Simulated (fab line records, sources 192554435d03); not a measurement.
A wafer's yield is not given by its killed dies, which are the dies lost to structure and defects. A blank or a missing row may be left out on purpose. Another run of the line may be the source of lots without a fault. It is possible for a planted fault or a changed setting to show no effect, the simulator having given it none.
fab line records	flow n5Finfet
record lots=6	wafers=18	lastDay=18
route steps=1938 shown FIN_CUT@163 BEOL_M4@1111
lots that met no fault: from a run of the same line without faults
startH: start of the lot's first displayed wafer, in hours after the record's first day	waitH: hours elapsed since this lot's preceding step	" repeats the value in the row above	L1.1+2: several wafers, shown together as one row	- no value, or no start was given	* or withheld: withheld	< > ~ a bound
route shown NAME@n: names a module that has steps shown in the file, with the first one's number in the route	usual: mean and standard deviation over wafers with no fault	same: alike in all rows	chamber/n: place in a boat	sites: each site's reading	_std_site: standard deviation across them	_edge_site: the outer-site mean with the inner-site mean subtracted	radiusMm: how far each site lies from the wafer's centre	mask NAME#n: copy n	behind: the tool/chamber that last shaped the wafer	hold: reason for holding the lot/hours on hold/outcome of the hold	device: the n, p or np transistor that did not switch	end of line: tests run on the same wafers once the route is complete	step lacking rows: just its recipe	killed: the dies lost at the first sort to structure and to defects; this is not the yield of the wafer	map: the dies of a wafer, with x for killed, . for not killed, _ for no die there
set.NAME: the setting the step ran with; set.NAME@STEP: the setting that earlier step ran with	model.NAME: the simulator's own value behind a step, which no gauge read
lots at selected steps of the route; one table per step, one row per wafer
services: the hour from which a tool's chamber was out of use, counted from the record's first day as startH (under 0 if before that day), plus the number of hours and why
## steps
# step N5_FIN_CUT_CD_MEAS_08
# recipe targetCdNm=29.1	landingEnergyEv=500	detector=seInlens	polarity=opening
# usual cdNm=29.14/0.23
# same landingEnergyEv=500
lot.wafer	tool	chamber	startH	waitH	cdNm
L250.1	cdSem-02	0	45.81	-	29.03
L250.5	"	0	"	"	29.16
L250.6	"	0	"	"	29.20
L255.1	cdSem-03	0	75.30	-	28.99
L255.2	"	0	"	"	29.39
L255.6	"	0	"	"	29.06
L257.1	cdSem-01	0	90.27	-	28.83
L257.3	"	0	"	"	29.15
L257.4	"	0	"	"	29.06
L264.2	cdSem-03	0	129.83	-	28.77
L264.3	"	0	"	"	29.42
L264.6	"	0	"	"	29.19
L268.1	cdSem-02	0	154.89	-	29.12
L268.3	"	0	"	"	29.17
L268.5	"	0	"	"	29.49
L269.2	cdSem-01	0	159.47	-	28.86
L269.3	"	0	"	"	28.90
L269.4	"	0	"	"	29.11
# step N5_FIN_CUT_OVL_MEAS_09
# recipe pointsPerWafer=522
# usual FIN_CUT_OVL=0.0/0.63
lot.wafer	tool	chamber	startH	waitH	FIN_CUT_OVL[nm]
L250.1	overlay-02	0	45.84	0.0	0.9
L250.5	"	0	"	"	1.1
L250.6	"	0	"	"	0.6
L255.1	overlay-02	0	75.33	0.0	-0.2
L255.2	"	0	"	"	-0.1
L255.6	"	0	"	"	0.4
L257.1	overlay-02	0	90.30	0.0	-0.3
L257.3	"	0	"	"	-1.0
L257.4	"	0	"	"	-0.6
L264.2	overlay-02	0	129.87	0.0	-0.8
L264.3	"	0	"	"	-1.4
L264.6	"	0	"	"	-1.1
L268.1	overlay-01	0	154.92	0.0	0.3
L268.3	"	0	"	"	-0.2
L268.5	"	0	"	"	0.5
L269.2	overlay-02	0	159.50	0.0	-0.8
L269.3	"	0	"	"	-0.7
L269.4	"	0	"	"	-0.2
# step N5_FIN_CUT_INSPECT_10
# recipe mode=adi	inspectInstrument=brightfield
# usual rawDefectCount=41/10
lot.wafer	tool	chamber	startH	waitH	rawDefectCount
L250.1	defectInspect-01	-	45.90	0.1	34
L250.5	"	-	"	"	34
L250.6	"	-	"	"	28
L255.1	defectInspect-01	-	75.39	0.1	36
L255.2	"	-	"	"	35
L255.6	"	-	"	"	42
L257.1	defectInspect-01	-	90.36	0.1	35
L257.3	"	-	"	"	32
L257.4	"	-	"	"	33
L264.2	defectInspect-02	-	129.92	0.0	55
L264.3	"	-	"	"	46
L264.6	"	-	"	"	53
L268.1	defectInspect-01	-	154.98	0.1	32
L268.3	"	-	"	"	40
L268.5	"	-	"	"	46
L269.2	defectInspect-01	-	159.55	0.0	41
L269.3	"	-	"	"	49
L269.4	"	-	"	"	71
# step N5_FIN_CUT_DESCUM_13
# recipe chemistry=O2	timeS=7	sourcePowerW=50	biasPowerW=20	pressureMtorr=20	rfFrequencyHz=2.712e+07	tempC=40	resist=CAR-EUV	o2FlowSccm=225
# usual drypumpMotorCurrentA=5.7/0.38	oesProductAu=0.78/0.084	rfVppV=243.3/1.4	showerheadPlenumPTorr=2.10/0.063	throttleValvePct=20.49/0.24
lot.wafer	tool	chamber	startH	waitH	drypumpMotorCurrentA	oesProductAu	rfHoursCounterH	rfVppV	showerheadPlenumPTorr	throttleValvePct
L250.1	rieDiel-06	1	45.93	0.0	5.8	0.76	110	242.2	2.03	20.60
L250.5	"	3	"	"	5.2	0.78	-	246.1	2.19	20.18
L250.6	"	2	"	"	5.9	0.74	-	246.0	2.18	20.46
L255.1	rieDiel-05	1	75.43	0.0	5.5	0.74	154	240.6	2.01	20.52
L255.2	"	3	"	"	5.6	0.86	53	243.1	2.04	20.16
L255.6	"	0	"	"	6.0	0.74	-	243.4	2.17	20.78
L257.1	rieDiel-05	3	90.49	0.1	5.6	0.86	59	242.8	2.04	20.16
L257.3	"	0	"	"	6.0	0.74	170	243.5	2.17	20.81
L257.4	"	1	"	"	5.6	0.74	157	242.1	2.01	20.54
L264.2	rieDiel-06	0	129.95	0.0	5.8	0.71	227	244.2	2.15	20.30
L264.3	"	1	"	"	5.8	0.75	136	242.1	2.02	20.66
L264.6	"	1	"	"	5.8	0.75	-	241.2	2.02	20.64
L268.1	rieDiel-05	1	155.01	0.0	5.5	0.72	178	241.1	2.00	20.57
L268.3	"	3	"	"	5.6	0.84	78	243.0	2.03	20.19
L268.5	"	3	"	"	5.7	0.83	-	242.1	2.03	20.16
L269.2	rieDiel-05	2	159.59	0.0	5.1	0.88	44	245.3	2.12	20.25
L269.3	"	1	"	"	5.5	0.72	179	241.7	2.00	20.57
L269.4	"	0	"	"	6.0	0.72	187	244.6	2.16	20.85
# step N5_FIN_CUT_ETCH_30
# recipe chemistry=N2/H2	target=underlayer	targetDepthA=130	maskMaterial=CAR-EUV	timeS=10.4	ionEnergyEv=200	pressureMtorr=30	sourceW=840	biasW=150	n2FlowSccm=200	h2FlowSccm=200	ends=cleared
# usual drypumpMotorCurrentA=5.7/0.38	etchRfOnTimeS=10.45/0.14	oesProductAu=0.66/0.074	rfVppV=523.9/2.4	showerheadPlenumPTorr=2.55/0.081	throttleValvePct=17.87/0.25
lot.wafer	tool	chamber	startH	waitH	drypumpMotorCurrentA	etchRfOnTimeS	oesProductAu	rfHoursCounterH	rfVppV	showerheadPlenumPTorr	throttleValvePct
L250.1	rieDiel-06	1	45.97	0.0	5.8	10.62	0.65	110	521.7	2.45	17.88
L250.5	"	3	"	"	5.2	10.45	0.67	-	527.1	2.66	17.53
L250.6	"	2	"	"	5.9	10.51	0.64	-	528.1	2.64	17.83
L255.1	rieDiel-05	1	75.46	0.0	5.6	10.38	0.63	154	520.5	2.43	17.98
L255.2	"	3	"	"	5.6	10.50	0.73	54	521.9	2.48	17.50
L255.6	"	0	"	"	6.0	10.65	0.63	-	526.2	2.64	18.23
L257.1	rieDiel-05	3	90.52	0.0	5.7	10.36	0.74	59	523.4	2.48	17.50
L257.3	"	0	"	"	6.0	10.68	0.63	170	526.7	2.64	18.25
L257.4	"	1	"	"	5.5	10.36	0.63	157	521.8	2.43	18.00
L264.2	rieDiel-06	0	129.99	0.0	5.7	10.29	0.61	227	525.6	2.63	17.81
L264.3	"	1	"	"	5.8	10.58	0.64	136	520.8	2.44	17.93
L264.6	"	1	"	"	5.8	10.52	0.63	-	520.7	2.44	17.90
L268.1	rieDiel-05	1	155.05	0.0	5.5	10.31	0.62	178	519.5	2.43	18.02
L268.3	"	3	"	"	5.7	10.34	0.72	78	521.7	2.47	17.54
L268.5	"	3	"	"	5.7	10.21	0.73	-	520.4	2.47	17.54
L269.2	rieDiel-05	2	159.62	0.0	5.1	10.49	0.75	44	525.1	2.58	17.61
L269.3	"	1	"	"	5.5	10.45	0.61	179	520.2	2.43	18.03
L269.4	"	0	"	"	6.0	10.75	0.62	188	525.6	2.63	18.28
# step N5_FIN_CUT_ETCH_20
# recipe chemistry=CF4	target=SiARC	targetDepthA=260	maskMaterial=CAR-EUV	timeS=43.3	ionEnergyEv=80	pressureMtorr=40	sourceW=545	biasW=36	Ar_flow_sccm=100	cf4FlowSccm=100	ends=cleared
# usual cf4FlowSccm=99.97/0.28	drypumpMotorCurrentA=5.7/0.38	etchRfOnTimeS=43.3/0.63	oesProductAu=0.66/0.073	rfVppV=184.0/1.1	showerheadPlenumPTorr=2.15/0.066	throttleValvePct=15.68/0.24
lot.wafer	tool	chamber	startH	waitH	cf4FlowSccm	drypumpMotorCurrentA	etchRfOnTimeS	oesProductAu	rfHoursCounterH	rfVppV	showerheadPlenumPTorr	throttleValvePct
L250.1	rieDiel-06	1	45.99	0.0	99.68	5.8	43.7	0.66	110	182.8	2.07	15.71
L250.5	"	3	"	"	99.90	5.2	43.6	0.67	-	184.6	2.24	15.41
L250.6	"	2	"	"	100.30	5.9	43.5	0.64	-	185.6	2.23	15.69
L255.1	rieDiel-05	1	75.48	0.0	100.11	5.5	42.8	0.64	155	184.1	2.05	15.67
L255.2	"	3	"	"	99.93	5.7	43.3	0.75	54	182.6	2.09	15.28
L255.6	"	0	"	"	100.00	6.0	45.0	0.62	-	184.4	2.22	15.99
L257.1	rieDiel-05	3	90.54	0.0	100.63	5.6	43.3	0.74	59	183.9	2.09	15.31
L257.3	"	0	"	"	100.12	6.0	43.8	0.63	170	184.3	2.22	15.98
L257.4	"	1	"	"	99.69	5.5	43.0	0.63	157	183.4	2.05	15.70
L264.2	rieDiel-06	0	130.01	0.0	100.76	5.8	43.1	0.61	227	185.5	2.20	15.54
L264.3	"	1	"	"	99.96	5.8	43.9	0.63	136	183.2	2.06	15.76
L264.6	"	1	"	"	99.44	5.8	44.0	0.63	-	182.9	2.06	15.76
L268.1	rieDiel-05	1	155.07	0.0	99.92	5.6	43.3	0.62	178	182.7	2.05	15.75
L268.3	"	3	"	"	99.79	5.7	43.0	0.72	78	183.4	2.08	15.34
L268.5	"	3	"	"	99.54	5.7	43.1	0.73	-	184.2	2.08	15.34
L269.2	rieDiel-05	2	159.64	0.0	100.26	5.1	42.9	0.75	44	183.9	2.18	15.49
L269.3	"	1	"	"	99.94	5.5	42.8	0.61	179	184.0	2.05	15.73
L269.4	"	0	"	"	99.87	6.0	44.3	0.61	188	186.5	2.21	16.03
# step N5_FIN_CUT_ETCH_21
# recipe chemistry=N2/H2	target=SOC	targetDepthA=2190	overetchA=438	maskMaterial=SiARC	tempC=40	ionEnergyEv=100	biasW=61	timeS=523.5	pressureMtorr=30	sourceW=850	n2FlowSccm=200	h2FlowSccm=200
# step N5_FIN_CUT_STRIP_23
# recipe chemistry=N2/H2	tempC=40	n2FlowSccm=200	h2FlowSccm=200	rfFrequencyHz=6e+07
# step N5_FIN_CUT_STRIP_31
# recipe chemistry=N2/H2	tempC=40	n2FlowSccm=200	h2FlowSccm=200	rfFrequencyHz=6e+07
# step N5_FIN_CUT_STRIP_24
# recipe chemistry=CF4	resist=SiARC	powerW=300	biasPowerW=75	pressureMtorr=50	cf4FlowSccm=150	rfFrequencyHz=6e+07
# usual cf4FlowSccm=150.0/0.42	drypumpMotorCurrentA=5.7/0.38	oesProductAu=0.77/0.08	rfVppV=271.2/1.4	showerheadPlenumPTorr=1.80/0.053	throttleValvePct=13.66/0.25
lot.wafer	tool	chamber	startH	waitH	cf4FlowSccm	drypumpMotorCurrentA	oesProductAu	rfHoursCounterH	rfVppV	showerheadPlenumPTorr	throttleValvePct
L250.1	rieDiel-06	1	46.35	0.0	149.9	5.8	0.77	111	269.7	1.73	13.69
L250.5	"	3	"	"	150.1	5.2	0.78	-	272.3	1.87	13.41
L250.6	"	2	"	"	149.7	5.9	0.74	-	272.5	1.87	13.64
L255.1	rieDiel-05	1	75.84	0.0	150.4	5.6	0.73	155	269.4	1.72	13.68
L255.2	"	3	"	"	149.5	5.7	0.86	54	269.6	1.76	13.28
L255.6	"	0	"	"	149.6	6.0	0.74	-	272.5	1.86	13.95
L257.1	rieDiel-05	3	90.91	0.0	150.2	5.6	0.86	59	268.8	1.76	13.29
L257.3	"	0	"	"	150.2	6.0	0.74	170	270.3	1.86	13.97
L257.4	"	1	"	"	149.7	5.5	0.73	157	270.1	1.72	13.68
L264.2	rieDiel-06	0	130.37	0.0	149.8	5.7	0.70	227	271.2	1.84	13.55
L264.3	"	1	"	"	149.8	5.8	0.74	136	271.1	1.73	13.73
L264.6	"	1	"	"	149.4	5.7	0.74	-	269.9	1.73	13.74
L268.1	rieDiel-05	1	155.43	0.0	150.5	5.5	0.71	178	268.3	1.72	13.71
L268.3	"	3	"	"	150.1	5.7	0.84	79	268.6	1.75	13.34
L268.5	"	3	"	"	150.7	5.7	0.83	-	268.8	1.75	13.35
L269.2	rieDiel-05	2	160.00	0.0	150.9	5.1	0.87	44	271.4	1.82	13.43
L269.3	"	1	"	"	150.1	5.5	0.71	179	269.3	1.72	13.73
L269.4	"	0	"	"	149.4	6.0	0.73	188	273.9	1.85	14.01
# step N5_FIN_CUT_CUT_ETCH_26
# recipe chemistry=CH3F/O2	target=SiNx	targetDepthA=390	maskMaterial=SOC	timeS=55.7	pressureMtorr=30	sourceW=395	biasW=73	Ar_flow_sccm=150	CH3F_flow_sccm=30	O2_flow_sccm=20	ionEnergyEv=120
# usual drypumpMotorCurrentA=5.7/0.38	oesProductAu=0.78/0.086	rfVppV=299/3.2	showerheadPlenumPTorr=2.01/0.066	throttleValvePct=16.42/0.24
lot.wafer	tool	chamber	startH	waitH	drypumpMotorCurrentA	oesProductAu	rfHoursCounterH	rfVppV	showerheadPlenumPTorr	throttleValvePct
L250.1	rieDiel-06	1	46.37	0.0	5.8	0.77	111	295	1.93	16.45
L250.5	"	3	"	"	5.2	0.78	-	302	2.09	16.16
L250.6	"	2	"	"	5.9	0.74	-	304	2.08	16.41
L255.1	rieDiel-05	1	75.86	0.0	5.5	0.74	155	300	1.92	16.43
L255.2	"	3	"	"	5.7	0.87	54	297	1.94	16.01
L255.6	"	0	"	"	6.0	0.74	-	300	2.08	16.74
L257.1	rieDiel-05	3	90.93	0.0	5.7	0.86	59	296	1.94	16.01
L257.3	"	0	"	"	6.0	0.74	170	299	2.08	16.75
L257.4	"	1	"	"	5.5	0.74	157	301	1.91	16.45
L264.2	rieDiel-06	0	130.39	0.0	5.8	0.70	227	300	2.06	16.31
L264.3	"	1	"	"	5.8	0.74	136	296	1.92	16.51
L264.6	"	1	"	"	5.7	0.75	-	295	1.92	16.52
L268.1	rieDiel-05	1	155.45	0.0	5.6	0.73	178	299	1.91	16.48
L268.3	"	3	"	"	5.7	0.84	79	295	1.93	16.06
L268.5	"	3	"	"	5.7	0.85	-	295	1.93	16.05
L269.2	rieDiel-05	2	160.02	0.0	5.1	0.87	44	297	2.03	16.23
L269.3	"	1	"	"	5.5	0.71	179	301	1.91	16.49
L269.4	"	0	"	"	6.0	0.72	188	298	2.07	16.79
# step N5_FIN_CUT_CUT_ETCH_27
# recipe chemistry=CHF3/O2	target=SiO2	targetDepthA=40	maskMaterial=SOC	overetchA=20	timeS=4.9	pressureMtorr=30	sourceW=650	biasW=170	Ar_flow_sccm=200	CHF3_flow_sccm=50	O2_flow_sccm=5	ionEnergyEv=200
# step N5_FIN_CUT_PRECLEAN_35
# recipe timeS=13.3	tempC=45	pressureTorr=125	pHfTorr=3	pCoreactantTorr=25	chemistry=vHF
# usual drypumpMotorCurrentA=6.0/0.33	timeS=13.3/0
lot.wafer	tool	chamber	startH	waitH	drypumpMotorCurrentA	timeS
L250.1	vaporEtch-01	1	46.49	0.1	5.9	13.3
L250.5	"	1	"	"	5.9	13.3
L250.6	"	0	"	"	6.2	13.3
L255.1	vaporEtch-02	0	75.98	0.0	6.4	10.289
L255.2	"	1	"	"	5.6	10.289
L255.6	"	1	"	"	5.6	10.289
L257.1	vaporEtch-02	1	91.04	0.0	5.6	10.289
L257.3	"	1	"	"	5.6	10.289
L257.4	"	0	"	"	6.5	10.289
L264.2	vaporEtch-01	0	130.86	0.4	6.3	13.3
L264.3	"	1	"	"	5.9	13.3
L264.6	"	1	"	"	5.9	13.3
L268.1	vaporEtch-02	0	155.56	0.0	6.4	13.3
L268.3	"	0	"	"	6.4	13.3
L268.5	"	1	"	"	5.6	13.3
L269.2	vaporEtch-01	1	160.14	0.0	5.9	13.3
L269.3	"	1	"	"	5.9	13.3
L269.4	"	0	"	"	6.3	13.3
# step N5_FIN_CUT_CUT_ETCH_15
# recipe chemistry=HBr/Cl2/O2	target=Si	targetDepthA=1000	btTimeS=10	maskMaterial=SOC	timeS=42.4	ionEnergyEv=*	biasW=*	pressureMtorr=10	icpW=800	HBr_flow_sccm=150	Cl2_flow_sccm=80	O2_flow_sccm=12
# step N5_BEOL_M4_RC_MEAS_101
# usual DIBL_N=36.4/1.2	DIBL_P=36.1/1.6	IOFF_N=0.156/0.024	IOFF_P=0.21/0.031	ION_N=674/11	ION_P=463/6.9	SS_N=71.5/0.5	SS_P=73.2/0.55	VT_N=250.0/2.9	VT_P=-250/3.6
lot.wafer	tool	chamber	startH	waitH	DIBL_N[mV/V]	DIBL_P[mV/V]	IOFF_N[nA/um]	IOFF_P[nA/um]	ION_N[uA/um]	ION_P[uA/um]	SS_N[mV/dec]	SS_P[mV/dec]	VT_N[mV]	VT_P[mV]
L250.1	prober-02	0	174.27	0.0	35.8	36.7	0.163	0.19	665	449	71.5	73.8	248.6	-254
L250.5	"	0	"	"	36.0	36.5	0.157	0.19	672	458	71.7	74.4	250.7	-254
L250.6	"	0	"	"	35.5	36.7	0.159	0.20	675	458	71.4	73.6	247.7	-253
L255.1	prober-02	0	202.91	0.0	36.8	37.1	0.146	0.19	666	459	71.8	72.4	252.4	-252
L255.2	"	0	"	"	37.5	37.3	0.156	0.20	656	456	71.6	73.0	249.8	-251
L255.6	"	0	"	"	37.1	36.8	0.149	0.20	664	458	71.0	72.0	250.7	-251
L257.1	prober-02	0	225.98	0.1	35.2	35.4	0.147	0.20	665	464	71.7	72.7	250.9	-251
L257.3	"	0	"	"	33.9	33.3	0.121	0.17	663	458	71.1	72.6	254.2	-253
L257.4	"	0	"	"	35.5	35.5	0.149	0.20	664	464	71.2	73.1	251.3	-248
L264.2	prober-01	0	258.14	0.2	36.4	35.9	0.146	0.20	670	458	72.1	73.2	250.1	-252
L264.3	"	0	"	"	36.6	36.5	0.153	0.22	660	458	71.4	72.7	250.7	-249
L264.6	"	0	"	"	35.4	34.3	0.129	0.20	659	458	70.5	72.4	256.2	-253
L268.1	prober-02	0	300.83	0.0	36.3	35.0	0.132	0.18	678	460	70.2	72.7	252.7	-253
L268.3	"	0	"	"	35.9	34.9	0.130	0.17	667	454	71.5	72.4	253.0	-257
L268.5	"	0	"	"	36.5	35.0	0.133	0.18	671	462	71.3	73.5	252.2	-254
L269.2	prober-02	0	314.79	0.2	36.5	37.3	0.168	0.22	673	464	71.8	73.5	247.5	-250
L269.3	"	0	"	"	38.1	38.8	0.196	0.24	689	466	71.8	74.1	246.7	-246
L269.4	"	0	"	"	35.9	35.8	0.140	0.19	659	459	71.7	73.5	252.1	-250
## services
tool	chamber	startH	hours	kind
rieDiel-06	-	58.10	2.8	pm
rieDiel-06	3	81.36	10.5	repair
rieDiel-05	0	105.22	2.4	repair
rieDiel-05	0	149.24	2.4	repair
## key
firstSign step=N5_FIN_CUT_PRECLEAN_35	reading=timeS	direction=down	sigmas=99+	usual=*	struck=*
effect none on later readings
metAt N5_FIN_CUT_PRECLEAN_35
struckWafers L255.1,L255.2,L255.6,L257.1,L257.3,L257.4
fault kind=processParameterDrift	tool=vaporEtch-02	chamber=-	onsetH=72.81	steps=N5_FIN_CUT_PRECLEAN_35	channel=timeS	offset=*	shape=step	endH=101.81	stated=*
